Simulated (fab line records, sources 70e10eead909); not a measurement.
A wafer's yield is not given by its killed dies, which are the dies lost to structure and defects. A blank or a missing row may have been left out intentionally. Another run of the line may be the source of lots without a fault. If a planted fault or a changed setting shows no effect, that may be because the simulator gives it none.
fab line records	flow nand-harc
record: lots: 24	wafers: 72	last-day: 33
route steps=1302 shown P_M1@312 P_M2@329 A_CHANNEL_HOLE_D1@451
lots with no fault: from the same line, run without faults
start-h: the number of hours between the record's first day and the start of the first shown wafer of the lot	wait-h: how many hours have passed since the lot's step before this one	" unchanged from the row above	L1.1+2: one row covering several wafers at once	- no value, or no start was given	* or withheld: withheld	< > ~ a bound
route shown NAME@n: NAME is a module with steps in the file, n the number in the route of the first one	usual: mean/standard deviation of fault-free wafers	same: alike in all rows	chamber/n: place in a boat	sites: the reading at each site	_std_site: how widely they spread, as a standard deviation	_edge_site: outer sites' mean less inner sites'	radius-mm: how far each site lies from the wafer's centre	mask NAME#n: copy n	behind: the last tool/chamber to shape the wafer	hold: cause of the lot's hold/its duration in hours/its outcome	device: which transistor (n, p or np) failed to switch	end of line: tests of these same wafers at the route's end	a step given without rows: its recipe and nothing more	killed: count of dies lost to structure and defects at first sort (not the wafer's yield)	map: per-die view of a wafer (x killed, . not killed, _ where there is no die)
set.NAME: the run value of the setting; set.NAME@STEP: its run value at that earlier step	model.NAME: the simulator's own value behind a step, which no gauge read
route steps across a sampled set of lots; one table per step, one row per wafer
services: when a tool's chamber went out of use (start-h, in hours from the record's first day, below 0 if earlier), for how many hours, and the reason
== steps ==
step: NHARC_P_M1_THK_MEAS_24
recipe: thk-meas-gauge: xrf
usual: thk-nm: 157.6/1.3
lot.wafer	tool	chamber	start-h	wait-h	thk-nm
L074.2	film-metro-02	-	124.10	-	157.4
L074.5	"	-	"	"	157.3
L074.6	"	-	"	"	156.0
L075.1	film-metro-01	-	139.19	-	157.8
L075.3	"	-	"	"	158.7
L075.5	"	-	"	"	156.2
L076.2	film-metro-02	-	143.31	-	156.7
L076.4	"	-	"	"	158.0
L076.5	"	-	"	"	157.0
L077.2	film-metro-01	-	157.62	-	159.0
L077.3	"	-	"	"	157.2
L077.6	"	-	"	"	157.1
L078.1	film-metro-01	-	166.93	-	157.5
L078.2	"	-	"	"	157.6
L078.3	"	-	"	"	159.0
L079.2	film-metro-01	-	185.32	-	156.3
L079.4	"	-	"	"	157.3
L079.6	"	-	"	"	157.9
L080.1	film-metro-01	-	188.45	-	158.7
L080.4	"	-	"	"	160.1
L080.6	"	-	"	"	158.0
L081.1	film-metro-02	-	206.31	-	155.4
L081.4	"	-	"	"	157.1
L081.6	"	-	"	"	157.0
L082.2	film-metro-01	-	207.18	-	157.7
L082.3	"	-	"	"	159.5
L082.5	"	-	"	"	158.2
L083.1	film-metro-01	-	212.99	-	155.9
L083.2	"	-	"	"	157.2
L083.3	"	-	"	"	160.8
L084.3	film-metro-02	-	232.03	-	157.1
L084.4	"	-	"	"	155.2
L084.5	"	-	"	"	155.4
L085.1	film-metro-01	-	236.95	-	158.1
L085.2	"	-	"	"	157.6
L085.6	"	-	"	"	159.2
L086.2	film-metro-02	-	244.61	-	157.2
L086.3	"	-	"	"	158.5
L086.5	"	-	"	"	158.5
L087.3	film-metro-01	-	273.00	-	157.9
L087.5	"	-	"	"	156.5
L087.6	"	-	"	"	160.1
L089.2	film-metro-01	-	274.17	-	157.9
L089.3	"	-	"	"	158.8
L089.5	"	-	"	"	155.2
L088.1	film-metro-01	-	275.37	-	156.8
L088.4	"	-	"	"	157.3
L088.5	"	-	"	"	158.3
L090.2	film-metro-01	-	294.72	-	156.7
L090.3	"	-	"	"	156.0
L090.6	"	-	"	"	157.8
L091.2	film-metro-02	-	296.86	-	157.4
L091.4	"	-	"	"	156.8
L091.5	"	-	"	"	158.9
L092.2	film-metro-02	-	312.85	-	157.5
L092.5	"	-	"	"	155.3
L092.6	"	-	"	"	154.0
L093.1	film-metro-01	-	317.64	-	157.8
L093.2	"	-	"	"	155.5
L093.4	"	-	"	"	155.4
L094.2	film-metro-02	-	327.90	-	158.5
L094.4	"	-	"	"	156.9
L094.5	"	-	"	"	156.8
L095.2	film-metro-01	-	337.12	-	161.3
L095.3	"	-	"	"	159.0
L095.6	"	-	"	"	157.5
L096.2	film-metro-02	-	346.88	-	158.4
L096.3	"	-	"	"	156.3
L096.5	"	-	"	"	156.3
L097.3	film-metro-01	-	358.97	-	158.3
L097.5	"	-	"	"	158.8
L097.6	"	-	"	"	157.5
step: NHARC_P_M2_OVL_MEAS_10
recipe: pitch-nm: 340
usual: overlay-x-nm: 0.0/0.85	overlay-y-nm: -0.2/0.78
lot.wafer	tool	chamber	start-h	wait-h	overlay-x-nm	overlay-y-nm
L074.2	overlay-02	-	125.72	-	-0.3	0.1
L074.5	"	-	"	"	0.1	0.5
L074.6	"	-	"	"	-0.6	0.9
L075.1	overlay-01	-	141.03	-	0.3	0.5
L075.3	"	-	"	"	0.0	0.1
L075.5	"	-	"	"	0.4	0.1
L076.2	overlay-01	-	144.83	-	1.4	-1.2
L076.4	"	-	"	"	0.9	-1.6
L076.5	"	-	"	"	0.8	-1.9
L077.2	overlay-01	-	159.46	-	-1.4	1.0
L077.3	"	-	"	"	-0.8	0.6
L077.6	"	-	"	"	-1.4	0.3
L078.1	overlay-01	-	168.87	-	0.7	0.8
L078.2	"	-	"	"	0.5	1.1
L078.3	"	-	"	"	0.3	1.5
L079.2	overlay-01	-	186.94	-	1.1	-0.7
L079.4	"	-	"	"	0.9	-0.2
L079.6	"	-	"	"	0.4	-0.4
L080.1	overlay-01	-	189.94	-	-0.3	0.7
L080.4	"	-	"	"	-0.2	0.9
L080.6	"	-	"	"	0.0	1.2
L081.1	overlay-01	-	207.82	-	-1.1	0.4
L081.4	"	-	"	"	-0.8	0.2
L081.6	"	-	"	"	-0.7	0.3
L082.2	overlay-01	-	208.98	-	0.5	-0.6
L082.3	"	-	"	"	0.0	-0.7
L082.5	"	-	"	"	0.6	-0.3
L083.1	overlay-02	-	214.67	-	0.6	-0.5
L083.2	"	-	"	"	0.3	-0.7
L083.3	"	-	"	"	0.8	-0.2
L084.3	overlay-01	-	233.81	-	-1.1	0.9
L084.4	"	-	"	"	-1.7	0.5
L084.5	"	-	"	"	-1.2	0.4
L085.1	overlay-02	-	239.85	-	0.0	-0.9
L085.2	"	-	"	"	0.3	0.2
L085.6	"	-	"	"	0.9	-0.5
L086.2	overlay-02	-	246.53	-	0.1	-0.1
L086.3	"	-	"	"	-0.1	-0.1
L086.5	"	-	"	"	-0.3	0.0
L087.3	overlay-02	-	274.63	-	-0.5	-1.3
L087.5	"	-	"	"	-1.2	-1.2
L087.6	"	-	"	"	-0.6	-1.0
L089.2	overlay-02	-	275.67	-	-2.2	-1.1
L089.3	"	-	"	"	-2.9	-1.2
L089.5	"	-	"	"	-1.6	-1.4
L088.1	overlay-02	-	277.43	-	0.2	-0.3
L088.4	"	-	"	"	-0.4	-0.5
L088.5	"	-	"	"	-0.1	0.0
L090.2	overlay-02	-	296.35	-	0.9	-0.7
L090.3	"	-	"	"	0.3	-0.8
L090.6	"	-	"	"	0.3	-0.4
L091.2	overlay-01	-	298.59	-	0.7	-0.4
L091.4	"	-	"	"	0.2	0.0
L091.5	"	-	"	"	0.5	-0.3
L092.2	overlay-01	-	314.51	-	-0.4	-1.6
L092.5	"	-	"	"	-0.2	-1.2
L092.6	"	-	"	"	-0.4	-0.6
L093.1	overlay-02	-	319.15	-	1.2	0.0
L093.2	"	-	"	"	0.9	0.6
L093.4	"	-	"	"	1.3	0.2
L094.2	overlay-02	-	329.43	-	-1.2	-1.2
L094.4	"	-	"	"	-1.3	-1.7
L094.5	"	-	"	"	-0.7	-1.8
L095.2	overlay-02	-	338.76	-	-0.1	-0.4
L095.3	"	-	"	"	-0.5	0.0
L095.6	"	-	"	"	-0.2	0.2
L096.2	overlay-02	-	348.56	-	0.5	0.0
L096.3	"	-	"	"	0.7	0.4
L096.5	"	-	"	"	0.7	0.3
L097.3	overlay-02	-	360.49	-	0.5	-0.4
L097.5	"	-	"	"	0.3	-0.4
L097.6	"	-	"	"	0.7	-0.3
step: NHARC_P_M2_INSPECT_11
usual: raw-defect-count: 5/3.1
lot.wafer	tool	chamber	start-h	wait-h	raw-defect-count
L074.2	defect-inspect-02	-	125.75	0.0	5
L074.5	"	-	"	"	6
L074.6	"	-	"	"	4
L075.1	defect-inspect-02	-	141.07	0.0	8
L075.3	"	-	"	"	4
L075.5	"	-	"	"	6
L076.2	defect-inspect-02	-	144.87	0.0	9
L076.4	"	-	"	"	2
L076.5	"	-	"	"	2
L077.2	defect-inspect-01	-	159.49	0.0	15
L077.3	"	-	"	"	12
L077.6	"	-	"	"	6
L078.1	defect-inspect-02	-	168.91	0.0	3
L078.2	"	-	"	"	4
L078.3	"	-	"	"	5
L079.2	defect-inspect-01	-	186.97	0.0	6
L079.4	"	-	"	"	7
L079.6	"	-	"	"	5
L080.1	defect-inspect-01	-	189.98	0.0	8
L080.4	"	-	"	"	5
L080.6	"	-	"	"	7
L081.1	defect-inspect-02	-	207.86	0.0	5
L081.4	"	-	"	"	3
L081.6	"	-	"	"	5
L082.2	defect-inspect-02	-	209.02	0.0	7
L082.3	"	-	"	"	9
L082.5	"	-	"	"	9
L083.1	defect-inspect-02	-	214.71	0.0	7
L083.2	"	-	"	"	3
L083.3	"	-	"	"	4
L084.3	defect-inspect-02	-	233.85	0.0	9
L084.4	"	-	"	"	4
L084.5	"	-	"	"	10
L085.1	defect-inspect-01	-	239.88	0.0	5
L085.2	"	-	"	"	3
L085.6	"	-	"	"	4
L086.2	defect-inspect-01	-	246.57	0.0	7
L086.3	"	-	"	"	6
L086.5	"	-	"	"	5
L087.3	defect-inspect-01	-	274.67	0.0	4
L087.5	"	-	"	"	3
L087.6	"	-	"	"	3
L089.2	defect-inspect-01	-	275.70	0.0	4
L089.3	"	-	"	"	7
L089.5	"	-	"	"	6
L088.1	defect-inspect-02	-	277.47	0.0	1
L088.4	"	-	"	"	0
L088.5	"	-	"	"	4
L090.2	defect-inspect-01	-	296.39	0.0	9
L090.3	"	-	"	"	6
L090.6	"	-	"	"	14
L091.2	defect-inspect-02	-	298.62	0.0	8
L091.4	"	-	"	"	5
L091.5	"	-	"	"	7
L092.2	defect-inspect-02	-	314.54	0.0	5
L092.5	"	-	"	"	3
L092.6	"	-	"	"	12
L093.1	defect-inspect-02	-	319.19	0.0	1
L093.2	"	-	"	"	2
L093.4	"	-	"	"	2
L094.2	defect-inspect-01	-	329.47	0.0	2
L094.4	"	-	"	"	3
L094.5	"	-	"	"	4
L095.2	defect-inspect-02	-	338.80	0.0	6
L095.3	"	-	"	"	6
L095.6	"	-	"	"	6
L096.2	defect-inspect-02	-	348.60	0.0	6
L096.3	"	-	"	"	8
L096.5	"	-	"	"	5
L097.3	defect-inspect-02	-	360.53	0.0	1
L097.5	"	-	"	"	4
L097.6	"	-	"	"	3
step: NHARC_P_M2_ETCH_35
recipe: target-depth-a: 400	overetch-a: 120	time-s: 43.94	ion-energy-ev: 200	n2-flow-sccm: 150	h2-flow-sccm: 150	ar-flow-sccm: 0	rf-w: 400	bias-w: 150	chemistry: N2/H2
usual: chamber-pressure-mTorr: 30.003/0.027	drypump-motor-current-A: 5.9/0.43	oes-product-au: 0.998/0.01	rf-vpp-V: 429.7/2.5	showerhead-plenum-p-Torr: 2.01/0.084	throttle-valve-pct: 14.170/0.0099
lot.wafer	tool	chamber	start-h	wait-h	chamber-pressure-mTorr	drypump-motor-current-A	oes-product-au	rf-hours-counter-h	rf-vpp-V	showerhead-plenum-p-Torr	throttle-valve-pct
L074.2	rie-diel-13	3	125.90	0.1	29.998	5.9	1.000	8.0	428.8	1.92	14.163
L074.6	"	2	"	"	29.988	5.2	1.000	-	425.7	1.89	14.176
L074.5	"	3	"	"	30.007	5.9	1.006	-	426.6	1.92	14.171
L075.3	rie-diel-11	3	141.21	0.1	29.998	5.5	1.005	2.2	433.7	2.09	14.162
L075.1	"	1	"	"	29.994	6.3	1.002	1.4	430.8	2.05	14.177
L075.5	"	0	"	"	29.979	5.3	1.008	-	427.6	1.97	14.181
L076.4	rie-diel-13	0	145.01	0.1	30.004	6.1	1.015	10.5	428.1	1.94	14.170
L076.2	"	1	"	"	29.993	5.6	1.006	9.4	433.4	2.15	14.184
L076.5	"	1	"	"	29.978	5.6	1.014	-	432.3	2.15	14.164
L077.2	rie-diel-07	3	159.64	0.1	29.988	6.0	0.992	3.3	432.2	2.10	14.154
L077.3	"	0	"	"	30.018	6.8	0.978	2.7	431.0	2.04	14.188
L077.6	"	3	"	"	30.045	6.0	0.990	-	433.0	2.10	14.188
L078.2	rie-diel-11	1	169.05	0.1	30.007	6.4	1.010	2.9	430.4	2.05	14.171
L078.1	"	3	"	"	30.006	5.5	0.982	3.8	433.5	2.09	14.182
L078.3	"	0	"	"	29.985	5.3	0.996	4.0	428.2	1.97	14.171
L079.2	rie-diel-07	2	187.14	0.1	30.034	6.0	0.998	4.6	426.6	1.89	14.177
L079.6	"	1	"	"	29.996	5.9	0.990	-	426.5	1.95	14.165
L079.4	"	3	"	"	30.027	6.0	0.998	-	431.5	2.10	14.194
L080.1	rie-diel-11	1	190.13	0.1	29.986	6.4	1.012	3.8	431.3	2.04	14.163
L080.4	"	3	"	"	30.008	5.5	1.008	4.7	431.5	2.09	14.171
L080.6	"	1	"	"	30.012	6.3	1.006	-	428.5	2.05	14.175
L081.1	rie-diel-13	2	208.01	0.1	29.977	5.2	1.003	0.9	427.7	1.89	14.178
L081.4	"	0	"	"	30.035	6.2	1.000	1.4	428.0	1.94	14.159
L081.6	"	1	"	"	29.977	5.7	1.010	-	434.7	2.15	14.152
L082.2	rie-diel-13	2	209.17	0.1	30.002	5.2	1.006	1.0	426.1	1.89	14.172
L082.3	"	3	"	"	29.975	5.9	0.982	1.3	426.8	1.92	14.156
L082.5	"	2	"	"	30.018	5.2	0.996	-	425.8	1.89	14.186
L083.2	rie-diel-11	3	214.85	0.1	30.006	5.6	1.009	5.7	433.0	2.09	14.180
L083.1	"	1	"	"	29.991	6.3	1.005	4.7	431.0	2.04	14.179
L083.3	"	2	"	"	29.992	6.0	0.997	4.5	432.2	2.09	14.164
L084.3	rie-diel-13	2	234.00	0.1	30.024	5.2	1.006	1.3	427.3	1.89	14.165
L084.4	"	3	"	"	29.959	5.9	0.989	1.5	427.7	1.92	14.174
L084.5	"	2	"	"	30.038	5.2	1.020	-	425.6	1.89	14.155
L085.2	rie-diel-07	1	240.03	0.1	30.017	5.9	1.001	7.0	426.1	1.95	14.170
L085.1	"	2	"	"	29.966	6.0	0.989	8.3	427.5	1.89	14.158
L085.6	"	2	"	"	29.992	6.0	1.007	-	425.3	1.89	14.169
L086.2	rie-diel-13	3	246.71	0.1	29.974	5.9	0.987	2.8	427.0	1.92	14.166
L086.3	"	1	"	"	30.044	5.7	1.007	2.3	434.1	2.15	14.166
L086.5	"	3	"	"	30.015	5.9	0.991	-	426.2	1.92	14.160
L087.3	rie-diel-07	3	274.83	0.1	29.983	6.0	0.993	10.9	431.5	2.10	14.172
L087.5	"	0	"	"	30.037	6.8	0.985	-	429.9	2.04	14.185
L087.6	"	1	"	"	30.030	5.9	0.996	-	428.2	1.95	14.167
L089.3	rie-diel-07	1	275.86	0.1	29.983	5.9	0.997	9.0	428.3	1.95	14.163
L089.2	"	2	"	"	29.986	6.0	1.001	10.5	428.8	1.89	14.168
L089.5	"	3	"	"	30.033	6.0	0.996	-	430.6	2.10	14.165
L088.4	rie-diel-11	2	277.61	0.1	29.987	6.0	0.977	0.7	431.2	2.09	14.163
L088.1	"	0	"	"	30.001	5.2	1.011	0.6	429.2	1.97	14.161
L088.5	"	2	"	"	29.995	6.0	0.991	-	431.9	2.09	14.159
L090.2	rie-diel-11	2	296.54	0.1	30.030	6.0	0.987	1.9	432.2	2.09	14.156
L090.3	"	3	"	"	30.000	5.6	0.998	1.7	431.1	2.09	14.160
L090.6	"	3	"	"	30.058	5.6	1.007	-	431.8	2.09	14.156
L091.2	rie-diel-11	2	298.77	0.1	30.033	6.0	0.984	2.0	432.0	2.09	14.166
L091.4	"	1	"	"	29.970	6.3	1.003	1.8	430.6	2.04	14.172
L091.5	"	2	"	"	29.995	6.0	0.983	-	431.5	2.09	14.181
L092.2	rie-diel-07	0	314.69	0.1	30.068	6.8	0.997	0.7	430.9	2.04	14.172
L092.6	"	0	"	"	29.940	6.8	0.997	-	431.0	2.04	14.174
L092.5	"	1	"	"	29.987	5.9	1.003	-	428.2	1.95	14.187
L093.4	rie-diel-11	3	319.33	0.1	30.002	5.6	0.999	2.7	432.5	2.09	14.162
L093.1	"	0	"	"	30.022	5.2	1.011	2.5	427.3	1.97	14.175
L093.2	"	1	"	"	29.955	6.3	0.997	2.3	430.6	2.04	14.159
L094.4	rie-diel-07	3	329.62	0.1	29.954	6.0	0.991	2.2	431.9	2.10	14.180
L094.2	"	0	"	"	30.037	6.8	1.004	1.2	431.0	2.04	14.177
L094.5	"	2	"	"	30.026	6.0	0.984	-	426.6	1.89	14.173
L095.2	rie-diel-07	3	338.95	0.1	30.060	6.0	0.991	2.9	433.2	2.10	14.171
L095.3	"	0	"	"	29.999	6.8	0.995	1.7	430.4	2.04	14.143
L095.6	"	1	"	"	30.058	5.9	0.997	-	427.8	1.95	14.161
L096.2	rie-diel-11	1	348.75	0.1	29.954	6.3	1.005	4.3	431.1	2.04	14.160
L096.3	"	3	"	"	30.001	5.5	0.996	4.1	432.1	2.09	14.184
L096.5	"	1	"	"	30.009	6.3	1.006	-	429.7	2.04	14.171
L097.3	rie-diel-07	0	360.68	0.1	30.007	6.8	0.997	2.6	433.1	2.04	14.169
L097.6	"	2	"	"	29.967	6.0	0.995	-	427.5	1.89	14.155
L097.5	"	3	"	"	29.975	6.0	0.995	-	431.5	2.10	14.186
step: NHARC_P_M2_PRE_CLEAN_32
recipe: time-s: 12	temp-c: 370	rf-power-w: 300	gas: NH3
usual: heater-power-w: 669/83
lot.wafer	tool	chamber	start-h	wait-h	heater-power-w
L074.2	pecvd-04	2	128.48	0.1	578
L074.5	"	2	"	"	568
L074.6	"	0	"	"	753
L075.1	pecvd-02	2	143.88	0.1	621
L075.3	"	0	"	"	627
L075.5	"	1	"	"	757
L076.2	pecvd-04	1	147.67	0.1	814
L076.4	"	2	"	"	652
L076.5	"	0	"	"	732
L077.2	pecvd-04	2	162.29	0.1	552
L077.3	"	2	"	"	539
L077.6	"	1	"	"	759
L078.1	pecvd-02	1	171.60	0.1	685
L078.2	"	0	"	"	568
L078.3	"	1	"	"	675
L079.2	pecvd-04	2	189.71	0.1	618
L079.4	"	1	"	"	833
L079.6	"	2	"	"	623
L080.1	pecvd-01	2	192.72	0.1	681
L080.4	"	0	"	"	576
L080.6	"	1	"	"	638
L081.1	pecvd-02	0	210.60	0.1	641
L081.4	"	1	"	"	693
L081.6	"	0	"	"	634
L082.3	pecvd-02	0	211.73	0.1	560
L082.2	"	2	"	"	549
L082.5	"	1	"	"	748
L083.2	pecvd-01	2	217.41	0.1	714
L083.1	"	0	"	"	600
L083.3	"	1	"	"	740
L084.3	pecvd-04	1	236.61	0.1	788
L084.4	"	2	"	"	594
L084.5	"	2	"	"	617
L085.1	pecvd-02	2	242.58	0.1	640
L085.2	"	0	"	"	543
L085.6	"	0	"	"	550
L086.2	pecvd-04	2	249.32	0.1	643
L086.3	"	1	"	"	796
L086.5	"	1	"	"	829
L087.3	pecvd-02	2	277.36	0.1	611
L087.6	"	2	"	"	611
L087.5	"	1	"	"	790
L089.2	pecvd-02	0	278.41	0.1	608
L089.3	"	1	"	"	753
L089.5	"	0	"	"	603
L088.1	pecvd-02	1	280.18	0.1	757
L088.5	"	0	"	"	537
L088.4	"	1	"	"	753
L090.3	pecvd-02	1	299.08	0.1	778
L090.2	"	2	"	"	581
L090.6	"	2	"	"	581
L091.2	pecvd-01	0	301.35	0.1	620
L091.4	"	1	"	"	724
L091.5	"	0	"	"	618
L092.2	pecvd-04	2	317.41	0.2	581
L092.5	"	1	"	"	803
L092.6	"	0	"	"	656
L093.1	pecvd-04	0	321.98	0.1	651
L093.2	"	2	"	"	623
L093.4	"	0	"	"	647
L094.2	pecvd-04	0	332.25	0.1	626
L094.4	"	1	"	"	691
L094.5	"	0	"	"	645
L095.2	pecvd-04	0	341.65	0.1	647
L095.3	"	0	"	"	661
L095.6	"	0	"	"	664
L096.2	pecvd-02	0	351.46	0.1	589
L096.3	"	1	"	"	773
L096.5	"	2	"	"	624
L097.3	pecvd-02	0	363.24	0.1	587
L097.5	"	2	"	"	609
L097.6	"	1	"	"	719
step: NHARC_A_CHANNEL_HOLE_D1_DEP_01
recipe: target-thk-a: 1400	target-thk-nm: 140	temp-c: 400	pressure-torr: 3.5	flow-sccm: 200	rf-w: 350	material: SiON
usual: heater-power-w: 767/82
lot.wafer	tool	chamber	start-h	wait-h	heater-power-w
L074.2	pecvd-04	1	173.92	1.3	842
L074.5	"	2	"	"	740
L074.6	"	1	"	"	838
L075.1	pecvd-01	0	188.64	1.6	729
L075.3	"	1	"	"	868
L075.5	"	2	"	"	836
L076.2	pecvd-01	1	188.87	1.5	827
L076.5	"	2	"	"	830
L076.4	"	1	"	"	813
L077.2	pecvd-01	1	204.35	1.3	878
L077.3	"	0	"	"	692
L077.6	"	2	"	"	853
L078.2	pecvd-04	2	214.88	1.3	744
L078.1	"	1	"	"	890
L078.3	"	2	"	"	756
L079.2	pecvd-03	1	232.85	1.3	785
L079.6	"	1	"	"	771
L079.4	"	0	"	"	635
L080.1	pecvd-03	0	240.98	1.6	617
L080.4	"	2	"	"	792
L080.6	"	0	"	"	613
L081.1	pecvd-03	2	260.73	1.6	815
L081.4	"	2	"	"	800
L081.6	"	2	"	"	817
L082.2	pecvd-03	1	262.01	1.3	714
L082.3	"	2	"	"	797
L082.5	"	2	"	"	774
L083.2	pecvd-03	1	265.00	1.3	706
L083.1	"	2	"	"	867
L083.3	"	1	"	"	694
L084.3	pecvd-01	1	285.80	1.0	819
L084.4	"	2	"	"	806
L084.5	"	1	"	"	812
L085.2	pecvd-01	1	286.19	1.3	752
L085.1	"	2	"	"	775
L085.6	"	0	"	"	721
L086.2	pecvd-01	1	293.16	1.3	898
L086.3	"	0	"	"	738
L086.5	"	2	"	"	826
L089.3	pecvd-03	2	324.07	1.0	740
L089.2	"	0	"	"	558
L089.5	"	1	"	"	752
L087.3	pecvd-01	0	324.46	1.1	731
L087.5	"	2	"	"	823
L087.6	"	0	"	"	731
L088.1	pecvd-03	2	326.01	1.6	868
L088.4	"	0	"	"	529
L088.5	"	1	"	"	778
L091.2	pecvd-03	1	345.93	1.4	743
L091.4	"	0	"	"	543
L091.5	"	1	"	"	728
L090.3	pecvd-04	0	346.37	1.0	748
L090.2	"	1	"	"	785
L090.6	"	0	"	"	766
L092.2	pecvd-03	0	360.12	1.3	516
L092.5	"	1	"	"	773
L092.6	"	2	"	"	859
L093.2	pecvd-01	2	365.22	1.3	778
L093.1	"	0	"	"	667
L093.4	"	2	"	"	799
L094.2	pecvd-04	1	379.11	1.5	916
L094.4	"	0	"	"	663
L094.5	"	1	"	"	929
L095.2	pecvd-01	2	390.62	1.3	852
L095.3	"	0	"	"	716
L095.6	"	2	"	"	861
L096.3	pecvd-04	2	398.66	1.0	759
L096.2	"	1	"	"	938
L096.5	"	1	"	"	932
L097.3	pecvd-04	0	414.74	1.1	720
L097.5	"	2	"	"	792
L097.6	"	0	"	"	738
== services ==
tool	chamber	start-h	hours	kind
rie-diel-11	3	102.29	3.4	repair
rie-diel-11	1	103.83	16.7	repair
pecvd-02	2	105.35	5.0	repair
pecvd-02	0	109.69	1.8	repair
rie-diel-07	-	117.58	9.0	pm
pecvd-01	-	130.16	13.0	pm
rie-diel-11	2	145.06	18.2	repair
pecvd-04	0	152.83	132.2	repair
pecvd-02	2	166.95	6.4	repair
pecvd-03	-	185.30	13.0	pm
rie-diel-07	0	186.90	2.9	repair
rie-diel-11	1	218.60	4.3	repair
pecvd-02	-	227.33	13.0	pm
rie-diel-11	1	249.69	2.9	repair
rie-diel-11	-	255.53	9.0	pm
pecvd-03	0	256.18	10.2	repair
pecvd-04	-	269.41	13.0	pm
rie-diel-07	-	294.58	9.0	pm
pecvd-01	-	311.16	13.0	pm
pecvd-04	2	331.74	12.7	repair
pecvd-03	-	366.30	13.0	pm
rie-diel-11	-	408.27	0.4	repair
pecvd-02	-	408.33	13.0	pm
rie-diel-07	1	413.43	22.1	repair
== key ==
fault none
